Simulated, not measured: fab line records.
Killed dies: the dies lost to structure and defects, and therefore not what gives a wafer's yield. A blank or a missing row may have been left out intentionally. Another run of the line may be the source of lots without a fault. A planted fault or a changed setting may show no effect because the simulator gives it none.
Chamber matching	flow nand-harc	NHARC_A_STAIRCASE_ALD_420 on ald-hk-01 has 4 sister chambers
The step deposits SiO2, target thk 20 nm, pulse time 6 s, ald cycles 200. 18 wafers are shown with their chamber, then 9 later ones without.

WAFERS PAIRED WITH THEIR CHAMBERS
wafer	chamber	heater-power-w (W)	heater-power-outer-w (W)	precursor-pulse-height-rel
L075.3	1	492	294	0.998
L075.4	0	413	237	0.995
L075.6	3	507	296	1.008
L077.1	2	603	341	1.021
L077.4	3	510	293	1.011
L077.5	1	490	282	1.011
L085.3	0	412	235	0.986
L085.4	1	497	285	0.969
L085.5	3	501	285	1.011
L084.1	2	592	343	0.955
L084.2	3	500	296	0.964
L084.6	1	491	286	1.039
L089.2	3	509	281	0.995
L089.5	3	503	289	1.034
L089.6	2	599	345	0.990
L088.1	0	417	238	1.012
L088.4	1	494	297	1.003
L088.6	3	495	287	1.016

SIGNATURES (averages over the wafers above)
reading	chamber 0	chamber 1	chamber 2	chamber 3	scatter within a chamber
heater-power-w	414.00	492.80	598.00	503.57	4.49
heater-power-outer-w	236.67	288.80	343.00	289.57	5.15
precursor-pulse-height-rel	0.99767	1.00400	0.98867	1.00557	0.0237
Rule: distance of a wafer from a chamber = root of the sum over the readings of ((wafer's reading minus chamber's mean) / reading's scatter) squared. The wafer belongs to the nearest chamber; if the next one is less than 2 further off, it can't be placed. The scatter is the square root of a quotient: the sum, over the shown wafers, of each reading's squared deviation from its chamber's mean, divided by wafers minus chambers.

WAFERS MISSING THEIR CHAMBER
wafer	heater-power-w (W)	heater-power-outer-w (W)	precursor-pulse-height-rel
L091.1	593	336	1.001
L091.3	411	232	1.009
L091.4	506	287	0.995
L092.2	501	296	1.003
L092.3	502	299	1.023
L092.4	407	234	0.994
L094.1	585	335	1.001
L094.4	508	292	1.010
L094.6	409	235	0.975

THE CHAMBER EACH PASSED THROUGH
wafer	from the rows above	in truth
L091.1	2	2
L091.3	0	0
L091.4	3	3
L092.2	can't be placed: 3 or 1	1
L092.3	can't be placed: 3 or 1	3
L092.4	0	0
L094.1	2	2
L094.4	3	3
L094.6	0	0
7 of 9 placed correctly. Unplaceable from these rows: 2, with the true chamber sitting among the candidates in 2. Number placed wrongly: 0.
